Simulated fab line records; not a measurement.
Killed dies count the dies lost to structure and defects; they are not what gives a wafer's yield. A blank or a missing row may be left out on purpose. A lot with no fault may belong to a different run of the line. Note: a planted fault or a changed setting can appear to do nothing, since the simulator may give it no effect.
fab line records    flow n5Finfet
record: lots: 7  wafers: 21
route steps=1938 shown BEOL_M5@1145 BEOL_M6@1233 BEOL_M7@1305 BEOL_M8@1368 BEOL_M9@1401
startH: hours from the record's opening day to when the first of the lot's shown wafers began    waitH: time in hours since the lot's previous step    " unchanged from the row above    L1.1+2: a row that stands for several wafers    - either no value or no given start    * or withheld: withheld    < > ~ a bound
route shown NAME@n: names a module that has steps shown in the file, with the first one's number in the route    usual: mean and standard deviation over wafers with no fault    same: alike in all rows    chamber/n: place in a boat    sites: readings site by site    _std_site: the standard deviation of these    _edge_site: inner sites' mean taken away from outer sites' mean    radiusMm: how far each site lies from the wafer's centre    mask NAME#n: copy n    behind: the tool/chamber that last shaped the wafer    hold: what put the lot on hold/how long, in hours/how the hold closed    device: transistor that didn't switch, given as n, p or np    end of line: tests run on the same wafers once the route is complete    for a step that has no rows: nothing shown but its recipe    killed: dies that structure and defects cost at the first sort, which is not the same as the wafer's yield    map: a wafer's dies, marking killed ones x, the rest . and places with no die _
set.NAME: the setting the step ran with; set.NAME@STEP: the setting that earlier step ran with    model.NAME: the simulator's own value behind a step, which no gauge read
one table per step and one row per wafer, for lots whose settings were changed on purpose
== steps ==
step: N5_BEOL_M5_EXPOSE_25
recipe: maskId: V4  na: 0.33  sourceShape: quasar  sigmaInner: 0.2  sigmaOuter: 0.6  polarization: unpolarized  defocusNm: 10  doseMj: 52.75
lot.wafer   tool           chamber  startH  waitH  mask  set.doseMj
L076.2+5    euvScanner-02  0        221.98  -      V4#0  52.75
L076.4      "              0        "       "      V4#0  50.69
L083.3+5    euvScanner-02  0        265.42  -      V4#0  52.75
L083.4      "              0        "       "      V4#0  50.74
L086.1      euvScanner-01  0        274.47  -      V4#0  52.75
L086.3+5    "              0        "       "      V4#0  54.45
L089.1      euvScanner-02  0        292.08  -      V4#0  54.36
L089.3+4    "              0        "       "      V4#0  52.75
L088.2+6    euvScanner-02  0        296.01  -      V4#0  48.83
L088.3      "              0        "       "      V4#0  52.75
L085.3+4+5  euvScanner-02  0        298.47  -      V4#0  52.75
L095.2+3+5  euvScanner-01  0        345.27  -      V4#0  52.75
step: N5_BEOL_M5_PEB_26
recipe: pebTempC: 100  pebTimeS: 60  resist: CAR-EUV
step: N5_BEOL_M5_DEVELOP_27
recipe: developTimeS: 30  developer: TMAH  resist: CAR-EUV  rinseLiquid: surfactantRinse  dry: airSpin  devTempC: 23
step: N5_BEOL_M5_CD_MEAS_28
recipe: targetCdNm: 30.6  landingEnergyEv: 500  detector: seInlens  targetCdYNm: 20  polarity: opening
usual: cdNm: 30.56/0.23
lot.wafer  tool      chamber  startH  waitH  set.doseMj@BEOL_M5_EXPOSE_25  cdNm
L076.2     cdSem-01  0        222.11  -      52.75                         30.52
L076.4     "         0        "       "      50.69                         29.52
L076.5     "         0        "       "      52.75                         30.62
L083.3     cdSem-03  0        265.54  -      52.75                         30.51
L083.4     "         0        "       "      50.74                         29.76
L083.5     "         0        "       "      52.75                         30.41
L086.1     cdSem-01  0        274.62  -      52.75                         30.48
L086.3     "         0        "       "      54.45                         31.39
L086.5     "         0        "       "      54.45                         31.46
L089.1     cdSem-01  0        292.22  -      54.36                         31.49
L089.3     "         0        "       "      52.75                         30.78
L089.4     "         0        "       "      52.75                         31.01
L088.2     cdSem-02  0        296.14  -      48.83                         28.41
L088.3     "         0        "       "      52.75                         30.26
L088.6     "         0        "       "      48.83                         28.58
L085.3     cdSem-01  0        298.60  -      52.75                         30.88
L085.4     "         0        "       "      52.75                         30.49
L085.5     "         0        "       "      52.75                         30.88
L095.2     cdSem-01  0        345.40  -      52.75                         30.40
L095.3     "         0        "       "      52.75                         30.71
L095.5     "         0        "       "      52.75                         30.02
step: N5_BEOL_M5_DESCUM_33
recipe: chemistry: O2  timeS: 7  sourcePowerW: 50  biasPowerW: 20  pressureMtorr: 20  rfFrequencyHz: 2.712e+07  tempC: 40  resist: CAR-EUV  o2FlowSccm: 225
step: N5_BEOL_M5_ETCH_75
recipe: chemistry: N2/H2  target: underlayer  targetDepthA: 65  maskMaterial: CAR-EUV  timeS: 5.2  ionEnergyEv: 200  pressureMtorr: 30  sourceW: 840  biasW: 150  n2FlowSccm: 200  h2FlowSccm: 200  ends: cleared
lot.wafer  tool        chamber  startH  waitH  set.doseMj@BEOL_M5_EXPOSE_25  model.BEOL_M5.cdNm
L076.2     rieDiel-04  0        222.27  0.0    52.75                         27.6
L076.4     "           3        "       "      50.69                         27
L076.5     "           1        "       "      52.75                         27.4
L083.3     rieDiel-01  2        265.70  0.0    52.75                         27.6
L083.4     "           1        "       "      50.74                         26.6
L083.5     "           3        "       "      52.75                         28.2
L086.1     rieDiel-02  1        274.78  0.0    52.75                         28.4
L086.3     "           2        "       "      54.45                         28.8
L086.5     "           3        "       "      54.45                         29.2
L089.1     rieDiel-02  1        292.38  0.0    54.36                         29
L089.3     "           2        "       "      52.75                         28
L089.4     "           0        "       "      52.75                         28.4
L088.2     rieDiel-04  1        296.52  0.0    48.83                         26
L088.3     "           3        "       "      52.75                         28.2
L088.6     "           0        "       "      48.83                         26.2
L085.3+4   rieDiel-02  2,3      298.75  0.0    52.75                         28.2
L085.5     "           1        "       "      52.75                         28.4
L095.2     rieDiel-01  3        345.56  0.0    52.75                         28.2
L095.3+5   "           1,0      "       "      52.75                         28
step: N5_BEOL_M5_ETCH_67
recipe: chemistry: CF4  target: SiARC  targetDepthA: 156  maskMaterial: CAR-EUV  timeS: 26  ionEnergyEv: 80  pressureMtorr: 40  sourceW: 545  biasW: 36  Ar_flow_sccm: 100  cf4FlowSccm: 100  ends: cleared
lot.wafer  tool        chamber  startH  waitH  set.doseMj@BEOL_M5_EXPOSE_25  model.BEOL_M5.cdNm
L076.2     rieDiel-04  0        222.29  0.0    52.75                         27.6
L076.4     "           3        "       "      50.69                         27
L076.5     "           1        "       "      52.75                         27.4
L083.3     rieDiel-01  2        265.71  0.0    52.75                         27.6
L083.4     "           1        "       "      50.74                         26.4
L083.5     "           3        "       "      52.75                         28.2
L086.1     rieDiel-02  1        274.79  0.0    52.75                         28.4
L086.3     "           2        "       "      54.45                         28.8
L086.5     "           3        "       "      54.45                         29
L089.1     rieDiel-02  1        292.40  0.0    54.36                         29
L089.3     "           2        "       "      52.75                         28
L089.4     "           0        "       "      52.75                         28.4
L088.2+6   rieDiel-04  1,0      296.54  0.0    48.83                         26.2
L088.3     "           3        "       "      52.75                         28.2
L085.3+4   rieDiel-02  2,3      298.77  0.0    52.75                         28.2
L085.5     "           1        "       "      52.75                         28.4
L095.2     rieDiel-01  3        345.57  0.0    52.75                         28.4
L095.3     "           1        "       "      52.75                         27.8
L095.5     "           0        "       "      52.75                         28
step: N5_BEOL_M5_ETCH_68
recipe: chemistry: N2/H2  target: SOC  targetDepthA: 800  overetchA: 160  maskMaterial: SiARC  tempC: 40  timeS: 120  ionEnergyEv: 200  pressureMtorr: 30  sourceW: 840  biasW: 150  n2FlowSccm: 200  h2FlowSccm: 200
lot.wafer  tool        chamber  startH  waitH  set.doseMj@BEOL_M5_EXPOSE_25  model.BEOL_M5.cdNm
L076.2     rieDiel-04  0        222.31  0.0    52.75                         27.8
L076.4     "           3        "       "      50.69                         27.2
L076.5     "           1        "       "      52.75                         27.4
L083.3     rieDiel-01  2        265.74  0.0    52.75                         27.4
L083.4     "           1        "       "      50.74                         26.4
L083.5     "           3        "       "      52.75                         28
L086.1     rieDiel-02  1        274.82  0.0    52.75                         28.4
L086.3     "           2        "       "      54.45                         28.8
L086.5     "           3        "       "      54.45                         29
L089.1     rieDiel-02  1        292.42  0.0    54.36                         29
L089.3     "           2        "       "      52.75                         28
L089.4     "           0        "       "      52.75                         28.2
L088.2     rieDiel-04  1        296.57  0.0    48.83                         26.2
L088.3     "           3        "       "      52.75                         28
L088.6     "           0        "       "      48.83                         26.4
L085.3     rieDiel-02  2        298.80  0.0    52.75                         28.2
L085.4     "           3        "       "      52.75                         28
L085.5     "           1        "       "      52.75                         28.4
L095.2     rieDiel-01  3        345.60  0.0    52.75                         28.2
L095.3+5   "           1,0      "       "      52.75                         27.6
step: N5_BEOL_M5_STRIP_69
recipe: chemistry: N2/H2  tempC: 40  n2FlowSccm: 200  h2FlowSccm: 200  rfFrequencyHz: 6e+07
step: N5_BEOL_M5_STRIP_76
recipe: chemistry: N2/H2  tempC: 40  n2FlowSccm: 200  h2FlowSccm: 200  rfFrequencyHz: 6e+07
step: N5_BEOL_M5_VIA_ETCH_34
recipe: chemistry: C4F6/O2  target: SiCOH_lowk  targetDepthA: 883  maskMaterial: SOC  taperDeg: 4  timeS: 39.2  ionEnergyEv: 250  pressureMtorr: 30  sourceW: 345  biasW: 185  Ar_flow_sccm: 300  C4F6_flow_sccm: 10  O2_flow_sccm: 10
lot.wafer  tool        chamber  startH  waitH  set.doseMj@BEOL_M5_EXPOSE_25  model.BEOL_M5.cdNm
L076.2     rieDiel-04  0        222.41  0.0    52.75                         27.8
L076.4     "           3        "       "      50.69                         27.2
L076.5     "           1        "       "      52.75                         27.4
L083.3     rieDiel-01  2        265.84  0.0    52.75                         27.4
L083.4     "           1        "       "      50.74                         26.2
L083.5     "           3        "       "      52.75                         28
L086.1     rieDiel-02  1        274.92  0.0    52.75                         28.4
L086.3     "           2        "       "      54.45                         28.8
L086.5     "           3        "       "      54.45                         29
L089.1     rieDiel-02  1        292.52  0.0    54.36                         29
L089.3+4   "           2,0      "       "      52.75                         28.2
L088.2     rieDiel-04  1        296.67  0.0    48.83                         26.2
L088.3     "           3        "       "      52.75                         28
L088.6     "           0        "       "      48.83                         26.6
L085.3     rieDiel-02  2        298.90  0.0    52.75                         28.2
L085.4     "           3        "       "      52.75                         28
L085.5     "           1        "       "      52.75                         28.4
L095.2     rieDiel-01  3        345.70  0.0    52.75                         28.2
L095.3     "           1        "       "      52.75                         27.6
L095.5     "           0        "       "      52.75                         27.8
step: N5_BEOL_M6_ETCH_66
recipe: chemistry: N2/H2  target: SOC  targetDepthA: 800  overetchA: 160  maskMaterial: SiARC  tempC: 40  timeS: 120  ionEnergyEv: 200  pressureMtorr: 30  sourceW: 840  biasW: 150  n2FlowSccm: 200  h2FlowSccm: 200
usual: rfVppV: 522.6/2
lot.wafer  tool        chamber  startH  waitH  set.biasW  rfVppV  model.SiARC_of_BEOL_M6_COAT_64.thkNm
L076.2     rieDiel-03  1        236.33  0.0    157.5      539.8   6
L076.4     "           2        "       "      150        528.3   6.4
L076.5     "           1        "       "      150        522.5   6.4
L083.3     rieDiel-06  2        278.33  0.0    150        525.2   6.6
L083.4     "           0        "       "      150        523.6   6.2
L083.5     "           0        "       "      130.5      479.0   7.2
L086.1     rieDiel-06  1        287.83  0.0    173.5      570.8   5.4
L086.3     "           2        "       "      150        523.7   6.6
L086.5     "           2        "       "      150        524.2   6.6
L089.1     rieDiel-06  3        306.27  0.0    150        522.4   6.2
L089.3     "           2        "       "      150        523.8   6.6
L089.4     "           0        "       "      150        522.7   6.4
L088.2     rieDiel-06  3        308.54  0.0    150        521.7   6.2
L088.3     "           2        "       "      142.9      509.3   7
L088.6     "           2        "       "      150        523.7   6.6
L085.3     rieDiel-05  0        313.08  0.0    150        521.9   6.2
L085.4     "           2        "       "      150        523.9   6.6
L085.5     "           3        "       "      150        523.0   6.6
L095.2     rieDiel-05  0        358.64  0.0    150        520.7   6.4
L095.3     "           3        "       "      150        520.8   6.4
L095.5     "           2        "       "      150        523.7   6.4
step: N5_BEOL_M6_TRENCH_ETCH_37
recipe: chemistry: C4F6/O2  targetDepthA: 944.35  target: SiCOH_lowk  timeS: 31.5  ionEnergyEv: 250  pressureMtorr: 30  sourceW: 345  biasW: 185  Ar_flow_sccm: 300  C4F6_flow_sccm: 10  O2_flow_sccm: 10
usual: rfVppV: 661/6.2
lot.wafer  tool        chamber  startH  waitH  set.biasW  rfVppV
L076.2     rieDiel-03  1        -       -      185        661
L076.4     "           2        "       "      185        663
L076.5     "           1        "       "      185        660
L083.3     rieDiel-06  2        -       -      185        660
L083.4     "           0        "       "      155.5      583
L083.5     "           0        "       "      155.5      583
L086.1     rieDiel-06  1        -       -      208        723
L086.3     "           2        "       "      208        724
L086.5     "           2        "       "      185        658
L089.1     rieDiel-06  3        -       -      185        671
L089.3     "           2        "       "      185        661
L089.4     "           0        "       "      185        668
L088.2     rieDiel-06  3        -       -      160.1      597
L088.3     "           2        "       "      185        660
L088.6     "           2        "       "      185        661
L085.3     rieDiel-05  0        -       -      170        617
L085.4     "           2        "       "      185        659
L085.5     "           3        "       "      170        611
L095.2     rieDiel-05  0        -       -      185        661
L095.3     "           3        "       "      185        651
L095.5     "           2        "       "      185        659
step: N5_BEOL_M7_VIA_ETCH_34
recipe: chemistry: C4F6/O2  target: SiCOH_lowk  targetDepthA: 1255  maskMaterial: SOC  taperDeg: 4  timeS: 50.5  ionEnergyEv: 250  pressureMtorr: 30  sourceW: 345  biasW: 185  Ar_flow_sccm: 300  C4F6_flow_sccm: 10  O2_flow_sccm: 10
usual: rfVppV: 666/5.3
lot.wafer  tool        chamber  startH  waitH  set.sourceW  rfVppV
L076.2     rieDiel-04  2        243.66  0.0    317.4        705
L076.4     "           1        "       "      345          669
L076.5     "           3        "       "      317.4        690
L083.3     rieDiel-02  0        286.97  0.0    300.4        721
L083.4     "           3        "       "      345          670
L083.5     "           1        "       "      300.4        716
L086.1     rieDiel-01  3        297.48  0.0    345          672
L086.3     "           1        "       "      318.6        691
L086.5     "           1        "       "      345          664
L089.1     rieDiel-01  1        313.38  0.0    345          663
L089.3     "           2        "       "      345          669
L089.4     "           3        "       "      345          673
L088.2     rieDiel-04  1        317.75  0.0    345          666
L088.3     "           0        "       "      345          661
L088.6     "           2        "       "      345          675
L085.3     rieDiel-04  1        322.02  0.0    345          667
L085.4     "           2        "       "      345          675
L085.5     "           3        "       "      368.4        641
L095.2     rieDiel-01  0        370.53  0.0    345          663
L095.3     "           1        "       "      345          663
L095.5     "           3        "       "      345          673
step: N5_BEOL_M7_ETCH_41
recipe: chemistry: CH3F/O2  target: SiCN  targetDepthA: 319  taperDeg: 2  timeS: 57.8  ionEnergyEv: 120  maskMaterial: TiN  pressureMtorr: 30  sourceW: 395  biasW: 75  Ar_flow_sccm: 150  CH3F_flow_sccm: 30  O2_flow_sccm: 20
usual: rfVppV: 297.5/1.9
lot.wafer  tool        chamber  startH  waitH  set.sourceW  rfVppV
L076.2     rieDiel-04  2        -       -      395          298.7
L076.4     "           1        "       "      395          298.2
L076.5     "           3        "       "      395          295.4
L083.3     rieDiel-02  0        -       -      395          297.7
L083.4     "           3        "       "      339          313.7
L083.5     "           1        "       "      395          296.6
L086.1     rieDiel-01  3        -       -      438          288.3
L086.3     "           1        "       "      395          300.8
L086.5     "           1        "       "      395          299.0
L089.1     rieDiel-01  1        -       -      395          299.5
L089.3     "           2        "       "      395          298.2
L089.4     "           3        "       "      395          298.9
L088.2     rieDiel-04  1        -       -      433.7        289.1
L088.3     "           0        "       "      433.7        288.6
L088.6     "           2        "       "      395          297.9
L085.3     rieDiel-04  1        -       -      420.4        291.7
L085.4     "           2        "       "      395          297.5
L085.5     "           3        "       "      395          293.5
L095.2     rieDiel-01  0        -       -      395          297.4
L095.3     "           1        "       "      395          298.7
L095.5     "           3        "       "      395          298.2
step: N5_BEOL_M8_DESCUM_33
recipe: chemistry: O2  timeS: 7  sourcePowerW: 50  biasPowerW: 20  pressureMtorr: 20  rfFrequencyHz: 2.712e+07  tempC: 40  resist: CAR-EUV  o2FlowSccm: 225
lot.wafer   tool        chamber  startH  waitH  set.timeS  model.CAR-EUV_of_BEOL_M8_COAT_22.thkNm
L076.2+4    rieDiel-05  1,0      254.85  0.4    8.26       25.4
L076.5      "           1        "       "      7          26
L083.3+4    rieDiel-06  2,1      292.78  0.1    7          26.2
L083.5      "           3        "       "      7          26
L086.1      rieDiel-05  0        306.19  0.0    7          26.2
L086.3      "           2        "       "      6.491      26.2
L086.5      "           3        "       "      7          26
L089.1      rieDiel-05  2        321.41  0.0    7.647      25.8
L089.3      "           3        "       "      7          26
L089.4      "           3        "       "      7.647      25.6
L088.2+3    rieDiel-06  3,1      325.09  0.1    7          26
L088.6      "           1        "       "      6.395      26.2
L085.3      rieDiel-03  0        328.09  0.0    7          26.2
L085.4      "           1        "       "      7          26
L085.5      "           3        "       "      5.747      26.8
L095.2+3+5  rieDiel-06  0,2,0    380.61  0.1    7          26
step: N5_BEOL_M8_ETCH_72
recipe: chemistry: N2/H2  target: underlayer  targetDepthA: 65  maskMaterial: CAR-EUV  timeS: 5.2  ionEnergyEv: 200  pressureMtorr: 30  sourceW: 840  biasW: 150  n2FlowSccm: 200  h2FlowSccm: 200  ends: cleared
lot.wafer   tool        chamber  startH  waitH  set.timeS@BEOL_M8_DESCUM_33  model.CAR-EUV_of_BEOL_M8_COAT_22.thkNm
L076.2+4    rieDiel-05  1,0      254.89  0.0    8.26                         19.6
L076.5      "           1        "       "      7                            20.4
L083.3+4+5  rieDiel-06  2,1,3    292.81  0.0    7                            20.4
L086.1      rieDiel-05  0        306.22  0.0    7                            20.4
L086.3      "           2        "       "      6.491                        20.6
L086.5      "           3        "       "      7                            20.2
L089.1+4    rieDiel-05  2,3      321.45  0.0    7.647                        20
L089.3      "           3        "       "      7                            20.4
L088.2+3    rieDiel-06  3,1      325.12  0.0    7                            20.4
L088.6      "           1        "       "      6.395                        20.6
L085.3+4    rieDiel-03  0,1      328.12  0.0    7                            20.4
L085.5      "           3        "       "      5.747                        21
L095.2+3+5  rieDiel-06  0,2,0    380.65  0.0    7                            20.2
step: N5_BEOL_M8_ETCH_65
recipe: chemistry: CF4  target: SiARC  targetDepthA: 156  maskMaterial: CAR-EUV  timeS: 26  ionEnergyEv: 80  pressureMtorr: 40  sourceW: 545  biasW: 36  Ar_flow_sccm: 100  cf4FlowSccm: 100  ends: cleared
usual: etchRfOnTimeS: 25.8/0.49  rfVppV: 183.6/1.1
lot.wafer  tool        chamber  startH  waitH  set.sourceW  etchRfOnTimeS  rfVppV
L076.2     rieDiel-05  1        254.90  0.0    545          25.8           181.3
L076.4     "           0        "       "      458          29.8           196.3
L076.5     "           1        "       "      458          30.6           194.5
L083.3     rieDiel-06  2        292.83  0.0    545          26.1           184.4
L083.4     "           1        "       "      545          25.9           184.4
L083.5     "           3        "       "      545          25.2           183.5
L086.1     rieDiel-05  0        306.24  0.0    477.8        28.5           192.8
L086.3     "           2        "       "      545          26.2           184.6
L086.5     "           3        "       "      545          26.0           182.7
L089.1     rieDiel-05  2        321.46  0.0    598.4        24.0           177.4
L089.3     "           3        "       "      545          26.0           183.8
L089.4     "           3        "       "      598.4        23.9           178.2
L088.2     rieDiel-06  3        325.14  0.0    545          25.2           183.9
L088.3     "           1        "       "      545          26.2           183.9
L088.6     "           1        "       "      545          26.2           182.0
L085.3     rieDiel-03  0        328.14  0.0    496.9        28.7           188.2
L085.4     "           1        "       "      545          25.5           181.7
L085.5     "           3        "       "      496.9        28.1           189.5
L095.2     rieDiel-06  0        380.66  0.0    545          25.5           184.1
L095.3     "           2        "       "      545          26.3           185.0
L095.5     "           0        "       "      545          25.4           182.7
step: N5_BEOL_M9_ILD_DEP_00
recipe: material: SiCOH_lowk  targetThkA: 3085.1  tempC: 300  precursor: DEMS/porogen  pressureTorr: 5  rfW: 500  timeS: 58
lot.wafer  tool      chamber  startH  waitH  set.timeS  model.SiCOH_lowk_of_BEOL_M9_ILD_DEP_00.thkNm
L076.2     pecvd-01  0        259.41  0.0    58         309.2
L076.4     "         2        "       "      58         313.4
L076.5     "         1        "       "      58         312.6
L083.3     pecvd-04  0        298.04  0.0    65.61      346
L083.4     "         0        "       "      65.61      348.8
L083.5     "         1        "       "      58         309.8
L086.1     pecvd-01  2        310.68  0.0    50.76      265.6
L086.3     "         1        "       "      58         303.8
L086.5     "         1        "       "      58         314
L089.1     pecvd-01  2        324.28  0.0    58         304
L089.3     "         0        "       "      58         308.6
L089.4     "         2        "       "      58         307.4
L088.2     pecvd-01  0        328.62  0.0    58         309.4
L088.3     "         1        "       "      58         308.8
L088.6     "         0        "       "      58         312.4
L085.3     pecvd-01  2        331.44  0.0    58         305
L085.4     "         2        "       "      58         314
L085.5     "         1        "       "      58         312.2
L095.2     pecvd-01  0        383.70  0.0    58         308.6
L095.3     "         1        "       "      58         307.4
L095.5     "         1        "       "      58         314.4
step: N5_BEOL_M9_CURE_71
recipe: tempC: 385  timeS: 240  ambient: He/Ar  material: SiCOH_lowk
lot.wafer  tool       chamber  startH  waitH  set.timeS@BEOL_M9_ILD_DEP_00  model.SiCOH_lowk_of_BEOL_M9_ILD_DEP_00.thkNm
L076.2     uvCure-02  2        259.56  0.1    58                            268.6
L076.4     "          2        "       "      58                            272.2
L076.5     "          2        "       "      58                            271.6
L083.3     uvCure-03  1        298.33  0.3    65.61                         301.2
L083.4     "          1        "       "      65.61                         303.6
L083.5     "          1        "       "      58                            269.2
L086.1     uvCure-02  2        310.76  0.0    50.76                         230.2
L086.3     "          2        "       "      58                            264
L086.5     "          2        "       "      58                            273
L089.1     uvCure-02  2        324.36  0.0    58                            264
L089.3     "          2        "       "      58                            268
L089.4     "          2        "       "      58                            267
L088.2     uvCure-02  0        328.78  0.1    58                            268.8
L088.3     "          0        "       "      58                            268.4
L088.6     "          0        "       "      58                            271.4
L085.3     uvCure-02  0        331.69  0.2    58                            265
L085.4     "          0        "       "      58                            273
L085.5     "          0        "       "      58                            271.2
L095.2     uvCure-03  2        383.85  0.1    58                            268.2
L095.3     "          2        "       "      58                            267.2
L095.5     "          2        "       "      58                            273.2
step: N5_BEOL_M9_THK_MEAS_01
recipe: reads: SiCOH_lowk_of_BEOL_M9_ILD_DEP_00
usual: M9_ILD_THK: 268/3.1
lot.wafer  tool          chamber  startH  waitH  set.timeS@BEOL_M9_ILD_DEP_00  M9_ILD_THK[nm]
L076.2     filmMetro-01  -        260.00  0.4    58                            268
L076.4     "             -        "       "      58                            272
L076.5     "             -        "       "      58                            272
L083.3     filmMetro-02  -        298.68  0.3    65.61                         301
L083.4     "             -        "       "      65.61                         304
L083.5     "             -        "       "      58                            269
L086.1     filmMetro-02  -        311.27  0.4    50.76                         230
L086.3     "             -        "       "      58                            264
L086.5     "             -        "       "      58                            273
L089.1     filmMetro-02  -        324.87  0.4    58                            264
L089.3     "             -        "       "      58                            268
L089.4     "             -        "       "      58                            267
L088.2     filmMetro-01  -        329.21  0.4    58                            269
L088.3     "             -        "       "      58                            268
L088.6     "             -        "       "      58                            271
L085.3     filmMetro-02  -        332.04  0.3    58                            265
L085.4     "             -        "       "      58                            273
L085.5     "             -        "       "      58                            271
L095.2     filmMetro-01  -        384.29  0.4    58                            268
L095.3     "             -        "       "      58                            267
L095.5     "             -        "       "      58                            273
== key ==
split: step: N5_BEOL_M5_EXPOSE_25  setting: doseMj  stated: 52.75  by: wafer
response: step: N5_BEOL_M5_CD_MEAS_28  reading: cdNm  change: +0.236  per: 1%  r: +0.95
response: step: N5_BEOL_M5_ETCH_75  reading: model.BEOL_M5.cdNm  change: +0.257  per: 1%  r: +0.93
response: step: N5_BEOL_M5_ETCH_67  reading: model.BEOL_M5.cdNm  change: +0.254  per: 1%  r: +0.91
response: step: N5_BEOL_M5_ETCH_68  reading: model.BEOL_M5.cdNm  change: +0.225  per: 1%  r: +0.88
response: step: N5_BEOL_M5_VIA_ETCH_34  reading: model.BEOL_M5.cdNm  change: +0.222  per: 1%  r: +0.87
split: step: N5_BEOL_M6_ETCH_66  setting: biasW  stated: 150  by: wafer
response: step: N5_BEOL_M6_ETCH_66  reading: rfVppV  change: +3.16  per: 1%  r: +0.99
response: step: N5_BEOL_M6_ETCH_66  reading: model.SiARC_of_BEOL_M6_COAT_64.thkNm  change: -0.0737  per: 1%  r: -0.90
split: step: N5_BEOL_M6_TRENCH_ETCH_37  setting: biasW  stated: 185  by: wafer
response: step: N5_BEOL_M6_TRENCH_ETCH_37  reading: rfVppV  change: +4.97  per: 1%  r: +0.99
split: step: N5_BEOL_M7_VIA_ETCH_34  setting: sourceW  stated: 345  by: wafer
response: step: N5_BEOL_M7_VIA_ETCH_34  reading: rfVppV  change: -3.69  per: 1%  r: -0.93
split: step: N5_BEOL_M7_ETCH_41  setting: sourceW  stated: 395  by: wafer
response: step: N5_BEOL_M7_ETCH_41  reading: rfVppV  change: -1.03  per: 1%  r: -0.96
split: step: N5_BEOL_M8_DESCUM_33  setting: timeS  stated: 7  by: wafer
response: step: N5_BEOL_M8_DESCUM_33  reading: model.CAR-EUV_of_BEOL_M8_COAT_22.thkNm  change: -0.0333  per: 1%  r: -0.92
response: step: N5_BEOL_M8_ETCH_72  reading: model.CAR-EUV_of_BEOL_M8_COAT_22.thkNm  change: -0.0382  per: 1%  r: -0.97
split: step: N5_BEOL_M8_ETCH_65  setting: sourceW  stated: 545  by: wafer
response: step: N5_BEOL_M8_ETCH_65  reading: etchRfOnTimeS  change: *  per: 1%  r: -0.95
response: step: N5_BEOL_M8_ETCH_65  reading: rfVppV  change: -0.793  per: 1%  r: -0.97
split: step: N5_BEOL_M9_ILD_DEP_00  setting: timeS  stated: 58  by: wafer
response: step: N5_BEOL_M9_ILD_DEP_00  reading: model.SiCOH_lowk_of_BEOL_M9_ILD_DEP_00.thkNm  change: +3.15  per: 1%  r: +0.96
response: step: N5_BEOL_M9_CURE_71  reading: model.SiCOH_lowk_of_BEOL_M9_ILD_DEP_00.thkNm  change: +2.79  per: 1%  r: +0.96
response: step: N5_BEOL_M9_THK_MEAS_01  reading: M9_ILD_THK  change: +2.79  per: 1%  r: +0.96
